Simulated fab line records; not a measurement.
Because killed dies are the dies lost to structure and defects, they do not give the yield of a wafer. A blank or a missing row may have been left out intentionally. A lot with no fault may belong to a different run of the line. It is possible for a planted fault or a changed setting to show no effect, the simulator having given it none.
What tool caused it? -- flow nand harc -- 72 wafers from 24 lots sampled at 6 of the route's 1302 steps

WHAT THE GAUGES READ, wafer by wafer
NHARC_P_BONDPAD_CD_MEAS_09 targets a cd of 500 nm.
lot,measured,on,cd nm (nm)
L074,day 7 00:18,cd sem-01,502.3 500.1 496.1
L075,day 7 01:46,cd sem-03,500.7 499.6 503.9
L076,day 7 19:52,cd sem-03,502.1 500.2 503.1
L078,day 8 08:45,cd sem-02,497.9 503.3 500.9
L077,day 8 09:23,cd sem-02,502.1 501.0 500.5
L079,day 8 21:55,cd sem-02,503.3 501.3 502.9
L081,day 9 11:09,cd sem-02,495.9 497.4 495.4
L080,day 9 13:24,cd sem-02,499.1 492.3 494.7
L082,day 10 02:47,cd sem-01,500.5 502.9 495.3
L083,day 10 09:19,cd sem-03,502.4 498.4 500.5
L084,day 11 03:18,cd sem-03,498.4 496.8 503.0
L085,day 11 09:40,cd sem-01,497.7 499.8 505.5
L086,day 11 10:17,cd sem-02,497.4 497.2 496.9
L087,day 12 12:31,cd sem-02,503.7 503.5 504.3
L088,day 12 13:34,cd sem-01,499.9 500.8 495.7
L089,day 12 18:04,cd sem-02,498.8 499.3 503.0
L090,day 13 09:18,cd sem-03,502.7 501.9 502.1
L091,day 13 19:24,cd sem-02,500.7 496.4 501.5
L092,day 14 16:23,cd sem-02,499.9 501.0 501.2
L093,day 14 20:43,cd sem-02,498.7 500.3 498.8
L094,day 15 00:05,cd sem-02,500.6 505.1 498.8
L095,day 15 15:14,cd sem-01,497.9 499.6 494.6
L096,day 15 19:48,cd sem-02,497.2 502.0 496.4
L097,day 16 00:05,cd sem-02,499.0 499.7 503.4

NHARC_P_BONDPAD_CD_MEAS_13.
lot,measured,on,cd nm (nm)
L074,day 7 00:50,cd sem-02,502.0 500.5 495.8
L075,day 7 02:17,cd sem-03,501.1 499.0 503.8
L076,day 7 20:23,cd sem-01,502.4 498.7 503.8
L078,day 8 09:17,cd sem-03,498.2 503.2 500.5
L077,day 8 09:55,cd sem-03,501.0 502.5 502.1
L079,day 8 22:26,cd sem-01,503.8 500.9 503.6
L081,day 9 11:41,cd sem-01,495.5 497.6 494.7
L080,day 9 13:55,cd sem-03,500.0 492.7 495.3
L082,day 10 03:22,cd sem-03,499.7 501.9 494.1
L083,day 10 09:53,cd sem-02,500.3 498.6 500.2
L084,day 11 03:49,cd sem-03,497.2 497.2 503.1
L085,day 11 10:11,cd sem-03,495.7 498.9 504.3
L086,day 11 10:49,cd sem-03,497.4 497.0 496.4
L087,day 12 13:05,cd sem-01,502.2 503.4 503.9
L088,day 12 14:09,cd sem-03,499.5 500.0 496.0
L089,day 12 18:35,cd sem-02,498.0 499.9 502.1
L090,day 13 09:53,cd sem-01,501.9 500.3 501.5
L091,day 13 19:56,cd sem-03,502.3 495.2 500.9
L092,day 14 16:58,cd sem-01,497.9 500.5 499.7
L093,day 14 21:17,cd sem-01,496.9 498.8 497.4
L094,day 15 00:40,cd sem-01,501.5 503.6 499.0
L095,day 15 15:46,cd sem-03,496.8 499.6 493.8
L096,day 15 20:20,cd sem-01,496.6 502.9 495.7
L097,day 16 00:37,cd sem-02,499.4 501.8 503.6

EACH LOT AND THE TOOL THAT RAN IT (in order: tool; ch and the chambers of the sampled wafers; start)
lot,NHARC_P_M0_DEGAS_28,NHARC_P_M0_CMP_23,NHARC_P_M1_STRIP_18,NHARC_P_M2_DEGAS_29
L074,"pvd sputter-01, day 6 12:42","cmp-04 ch 0,3, day 6 13:49","rie diel-10 ch 0,1,2, day 6 16:07","pvd sputter-01, day 6 20:55"
L075,"pvd sputter-03, day 6 13:49","cmp-02 ch 0,1,3, day 6 14:56","rie diel-03 ch 1,2, day 6 17:22","pvd sputter-02, day 6 22:28"
L076,"pvd sputter-01, day 7 07:59","cmp-04 ch 0,1,3, day 7 09:28","rie diel-03 ch 0,2,3, day 7 11:44","pvd sputter-01, day 7 16:31"
L078,"pvd sputter-01, day 7 21:19","cmp-02 ch 1,2,3, day 7 22:31","rie diel-03 ch 2,3, day 8 00:44","pvd sputter-01, day 8 05:33"
L077,"pvd sputter-02, day 7 21:26","cmp-03 ch 0,1, day 7 22:44","rie diel-10 ch 0,1,2, day 8 01:15","pvd sputter-02, day 8 06:11"
L079,"pvd sputter-01, day 8 10:11","cmp-03 ch 1,2,3, day 8 11:19","rie diel-10 ch 0,1,2, day 8 13:38","pvd sputter-03, day 8 18:30"
L081,"pvd sputter-03, day 8 23:08","cmp-04 ch 0,1,2, day 9 00:26","rie diel-10 ch 0,1, day 9 02:50","pvd sputter-02, day 9 07:35"
L080,"pvd sputter-01, day 9 01:34","cmp-02 ch 1,3, day 9 02:40","rie diel-04 ch 2,3, day 9 05:03","pvd sputter-03, day 9 09:56"
L082,"pvd sputter-03, day 9 14:51","cmp-02 ch 0,2,3, day 9 16:01","rie diel-10 ch 0,2, day 9 18:23","pvd sputter-03, day 9 23:17"
L083,"pvd sputter-03, day 9 21:52","cmp-04 ch 2,3, day 9 22:56","rie diel-04 ch 1,2,3, day 10 01:17","pvd sputter-03, day 10 06:07"
L084,"pvd sputter-02, day 10 15:32","cmp-04 ch 0,1,2, day 10 16:39","rie diel-03 ch 0,3, day 10 19:11","pvd sputter-03, day 10 23:56"
L085,"pvd sputter-02, day 10 22:05","cmp-02 ch 0,2,3, day 10 23:12","rie diel-03 ch 0,1,3, day 11 01:34","pvd sputter-01, day 11 06:20"
L086,"pvd sputter-01, day 10 22:32","cmp-04 ch 1,2, day 10 23:37","rie diel-03 ch 0,1, day 11 02:05","pvd sputter-03, day 11 06:56"
L087,"pvd sputter-02, day 12 00:35","cmp-02 ch 0,1,2, day 12 01:46","rie diel-03 ch 0,1,2, day 12 04:11","pvd sputter-03, day 12 09:11"
L088,"pvd sputter-01, day 12 01:37","cmp-03 ch 1,2,3, day 12 02:42","rie diel-04 ch 0,1,2, day 12 05:08","pvd sputter-03, day 12 10:16"
L089,"pvd sputter-03, day 12 05:46","cmp-04 ch 0,2,3, day 12 06:50","rie diel-03 ch 1,2,3, day 12 09:39","pvd sputter-01, day 12 14:42"
L090,"pvd sputter-01, day 12 21:49","cmp-02 ch 0,2,3, day 12 22:56","rie diel-10 ch 1,2,3, day 13 01:12","pvd sputter-02, day 13 05:55"
L091,"pvd sputter-02, day 13 07:48","cmp-03 ch 0,1,3, day 13 08:59","rie diel-03 ch 1,2, day 13 11:13","pvd sputter-01, day 13 16:04"
L092,"pvd sputter-03, day 14 04:40","cmp-02 ch 1,2, day 14 05:45","rie diel-04 ch 0,2,3, day 14 08:12","pvd sputter-02, day 14 13:05"
L093,"pvd sputter-02, day 14 08:58","cmp-03 ch 0,1,2, day 14 10:05","rie diel-03 ch 0,3, day 14 12:25","pvd sputter-02, day 14 17:14"
L094,"pvd sputter-03, day 14 12:23","cmp-02 ch 0,1,2, day 14 13:35","rie diel-10 ch 1,3, day 14 15:59","pvd sputter-02, day 14 20:44"
L095,"pvd sputter-02, day 15 03:39","cmp-04 ch 1,2,3, day 15 04:49","rie diel-03 ch 1,2, day 15 07:06","pvd sputter-02, day 15 12:02"
L096,"pvd sputter-01, day 15 08:02","cmp-03 ch 0,1,3, day 15 09:07","rie diel-03 ch 0,1,3, day 15 11:41","pvd sputter-01, day 15 16:28"
L097,"pvd sputter-02, day 15 12:29","cmp-03 ch 0,3, day 15 13:34","rie diel-03 ch 0,1,2, day 15 16:02","pvd sputter-02, day 15 20:45"
- NHARC_P_M0_DEGAS_28: time 60 s.
- NHARC_P_M0_CMP_23: polishes, t overpolish 20 s, target thk 117.54 nm.
- NHARC_P_M1_STRIP_18: strips in N2/H2.
- NHARC_P_M2_DEGAS_29: time 60 s.

WHAT THE TOOLS THEMSELVES READ (means of the sampled wafers that have a number; where no wafer has one, the mark that the record gives instead)
NHARC_P_M0_DEGAS_28.
lot,tool,heater power w (W)
L074,pvd sputter-01,354
L075,pvd sputter-03,315
L076,pvd sputter-01,312
L078,pvd sputter-01,338
L077,pvd sputter-02,341
L079,pvd sputter-01,340
L081,pvd sputter-03,325
L080,pvd sputter-01,323
L082,pvd sputter-03,345
L083,pvd sputter-03,325
L084,pvd sputter-02,324
L085,pvd sputter-02,337
L086,pvd sputter-01,335
L087,pvd sputter-02,327
L088,pvd sputter-01,319
L089,pvd sputter-03,315
L090,pvd sputter-01,338
L091,pvd sputter-02,326
L092,pvd sputter-03,294
L093,pvd sputter-02,320
L094,pvd sputter-03,317
L095,pvd sputter-02,317
L096,pvd sputter-01,335
L097,pvd sputter-02,313

NHARC_P_M0_CMP_23.
lot,tool,motor current A (A),time to endpoint s (s)
L074,cmp-04,12.1,32.4
L075,cmp-02,12.1,28.7
L076,cmp-04,12.2,29.9
L078,cmp-02,12.3,30.9
L077,cmp-03,11.8,30.7
L079,cmp-03,11.4,29.8
L081,cmp-04,12.5,31.7
L080,cmp-02,12.4,30.1
L082,cmp-02,11.7,34.7
L083,cmp-04,12.0,32.3
L084,cmp-04,12.3,27.7
L085,cmp-02,11.5,33.2
L086,cmp-04,12.7,27.2
L087,cmp-02,11.6,30.7
L088,cmp-03,11.0,29.1
L089,cmp-04,12.3,28.0
L090,cmp-02,11.9,30.2
L091,cmp-03,11.9,26.8
L092,cmp-02,11.9,28.7
L093,cmp-03,11.7,27.9
L094,cmp-02,11.9,28.6
L095,cmp-04,12.2,29.9
L096,cmp-03,11.9,28.7
L097,cmp-03,11.4,27.5

NHARC_P_M1_STRIP_18.
lot,tool,drypump motor current A (A),oes product au (a.u.),rf vpp V (V),showerhead plenum p Torr (Torr),throttle valve pct (%)
L074,rie diel-10,5.8,0.993,90.9,2.06,14.177
L075,rie diel-03,6.4,0.991,90.7,2.03,14.167
L076,rie diel-03,5.9,1.011,90.4,2.09,14.176
L078,rie diel-03,5.8,0.995,90.9,2.10,14.177
L077,rie diel-10,5.8,1.003,90.4,2.06,14.176
L079,rie diel-10,5.8,0.995,90.1,2.06,14.171
L081,rie diel-10,6.0,0.996,90.7,2.04,14.159
L080,rie diel-04,6.0,1.003,90.4,1.90,14.179
L082,rie diel-10,6.1,0.988,89.5,1.99,14.166
L083,rie diel-04,5.9,1.005,90.0,1.91,14.166
L084,rie diel-03,5.6,1.010,91.5,2.12,14.169
L085,rie diel-03,5.7,1.014,90.2,2.07,14.170
L086,rie diel-03,5.8,0.998,90.0,2.03,14.183
L087,rie diel-03,6.1,1.002,91.0,2.05,14.171
L088,rie diel-04,5.8,0.993,89.8,1.94,14.172
L089,rie diel-03,6.0,1.007,91.1,2.05,14.177
L090,rie diel-10,5.7,1.015,91.1,2.11,14.170
L091,rie diel-03,6.4,0.996,90.4,2.03,14.171
L092,rie diel-04,5.9,1.002,89.3,1.93,14.172
L093,rie diel-03,5.6,1.002,91.1,2.11,14.177
L094,rie diel-10,5.5,1.010,91.7,2.17,14.173
L095,rie diel-03,6.1,1.006,90.6,2.01,14.174
L096,rie diel-03,5.7,1.002,90.0,2.07,14.168
L097,rie diel-03,6.1,1.000,90.5,2.05,14.164

NHARC_P_M2_DEGAS_29.
lot,tool,heater power w (W)
L074,pvd sputter-01,310
L075,pvd sputter-02,332
L076,pvd sputter-01,336
L078,pvd sputter-01,336
L077,pvd sputter-02,320
L079,pvd sputter-03,319
L081,pvd sputter-02,325
L080,pvd sputter-03,318
L082,pvd sputter-03,306
L083,pvd sputter-03,302
L084,pvd sputter-03,337
L085,pvd sputter-01,333
L086,pvd sputter-03,299
L087,pvd sputter-03,325
L088,pvd sputter-03,325
L089,pvd sputter-01,310
L090,pvd sputter-02,319
L091,pvd sputter-01,342
L092,pvd sputter-02,315
L093,pvd sputter-02,318
L094,pvd sputter-02,308
L095,pvd sputter-02,327
L096,pvd sputter-01,310
L097,pvd sputter-02,310

THE ANSWER, worked out from the rows above alone
Rule: usual is defined by the lots themselves. Put in order of their means at a reading, lots are off if they are a third of the lots or fewer, leave a main group of 4 or more, and stand apart from it by a gap of 3 or more times the standard deviation of the main group's means; of several such gaps the widest counts. A main group is skipped when, at the precision printed for the reading in the tables above, its means are all equal. Also off: a lot with no number at a reading for which 4 or more lots have one. Any other lot the step has rows for is counted as sound. First the gauges in route order, then the tools' own readings, where a lot's mean is used as printed above. At the first step where some lot is off, the reading lying furthest off is the one used; lots without a number count as furthest.
Nothing can be told from this: no lot is off at any reading shown.

WHAT WAS PUT IN BY THE SIMULATOR
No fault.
